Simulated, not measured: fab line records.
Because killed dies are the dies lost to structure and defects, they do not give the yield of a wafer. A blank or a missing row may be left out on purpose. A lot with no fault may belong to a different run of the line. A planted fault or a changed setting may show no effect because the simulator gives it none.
Chamber matching + flow n5_finfet + 4 sister chambers for N5_MOL_CONTACT_COAG_STRIP_96 on rie_diel-05
The step strips in N2/H2. 20 wafers are shown with their chamber, then 10 later ones without.

## WAFERS PAIRED WITH THEIR CHAMBERS
| wafer  | chamber | throttle_valve_pct (%) | showerhead_plenum_p_Torr (Torr) | oes_product_au (a.u.) |
|--------|---------|------------------------|---------------------------------|-----------------------|
| L075.4 | 0       | 18.8                   | 3.28                            | 0.91                  |
| L075.5 | 1       | 18.6                   | 3.25                            | 0.92                  |
| L075.6 | 2       | 20.1                   | 3.38                            | 0.73                  |
| L082.1 | 1       | 18.6                   | 3.24                            | 0.89                  |
| L082.3 | 2       | 20.1                   | 3.37                            | 0.72                  |
| L082.4 | 0       | 18.9                   | 3.27                            | 0.88                  |
| L084.2 | 2       | 20.1                   | 3.37                            | 0.72                  |
| L084.3 | 1       | 18.6                   | 3.24                            | 0.88                  |
| L084.6 | 2       | 20.1                   | 3.37                            | 0.72                  |
| L088.1 | 3       | 18.9                   | 3.29                            | 0.95                  |
| L088.5 | 2       | 20.1                   | 3.36                            | 0.74                  |
| L088.6 | 1       | 18.6                   | 3.23                            | 0.87                  |
| L091.2 | 3       | 18.9                   | 3.28                            | 0.93                  |
| L091.5 | 2       | 20.2                   | 3.36                            | 0.72                  |
| L091.6 | 1       | 18.6                   | 3.23                            | 0.86                  |
| L092.1 | 1       | 18.6                   | 3.23                            | 0.85                  |
| L092.2 | 3       | 18.9                   | 3.28                            | 0.92                  |
| L092.4 | 0       | 18.9                   | 3.26                            | 0.85                  |
| L094.3 | 0       | 18.9                   | 3.26                            | 0.84                  |
| L094.4 | 2       | 20.1                   | 3.36                            | 0.72                  |

SIGNATURES (averages over the wafers above)
| reading                  | chamber 0 | chamber 1 | chamber 2 | chamber 3 | scatter within a chamber |
|--------------------------|-----------|-----------|-----------|-----------|--------------------------|
| throttle_valve_pct       | 18.875    | 18.600    | 20.114    | 18.900    | 0.0317                   |
| showerhead_plenum_p_Torr | 3.2675    | 3.2367    | 3.3671    | 3.2833    | 0.00798                  |
| oes_product_au           | 0.8700    | 0.8783    | 0.7243    | 0.9333    | 0.0208                   |
Rule: a wafer lies at a distance from a chamber equal to the root of the sum of squares, over the readings, of (its reading less the chamber's mean, divided by the reading's scatter). If the next closest chamber is less than 2 further off than the closest, the wafer can't be placed; otherwise it belongs to the closest. The scatter: the root of (the sum of the squares of (reading less its chamber's mean) over the shown wafers, divided by (wafers less chambers)).

## WAFERS WITH NO CHAMBER GIVEN
| wafer  | throttle_valve_pct (%) | showerhead_plenum_p_Torr (Torr) | oes_product_au (a.u.) |
|--------|------------------------|---------------------------------|-----------------------|
| L094.6 | 18.9                   | 3.26                            | 0.86                  |
| L095.2 | 18.6                   | 3.23                            | 0.83                  |
| L095.5 | 20.2                   | 3.36                            | 0.72                  |
| L095.6 | 18.9                   | 3.28                            | 0.93                  |
| L096.4 | 18.9                   | 3.26                            | 0.85                  |
| L096.5 | 18.9                   | 3.28                            | 0.92                  |
| L096.6 | 20.2                   | 3.36                            | 0.71                  |
| L097.2 | 18.7                   | 3.22                            | 0.83                  |
| L097.4 | 18.9                   | 3.26                            | 0.85                  |
| L097.6 | 18.9                   | 3.25                            | 0.84                  |

## WHICH CHAMBER EACH WENT THROUGH
| wafer  | from the rows above | in truth |
|--------|---------------------|----------|
| L094.6 | 0                   | 0        |
| L095.2 | 1                   | 1        |
| L095.5 | 2                   | 2        |
| L095.6 | 3                   | 3        |
| L096.4 | 0                   | 0        |
| L096.5 | 3                   | 3        |
| L096.6 | 2                   | 2        |
| L097.2 | 1                   | 1        |
| L097.4 | 0                   | 0        |
| L097.6 | 0                   | 0        |
Placed correctly: 10 of 10. Number that these rows cannot place: 0. Wrongly placed: 0.
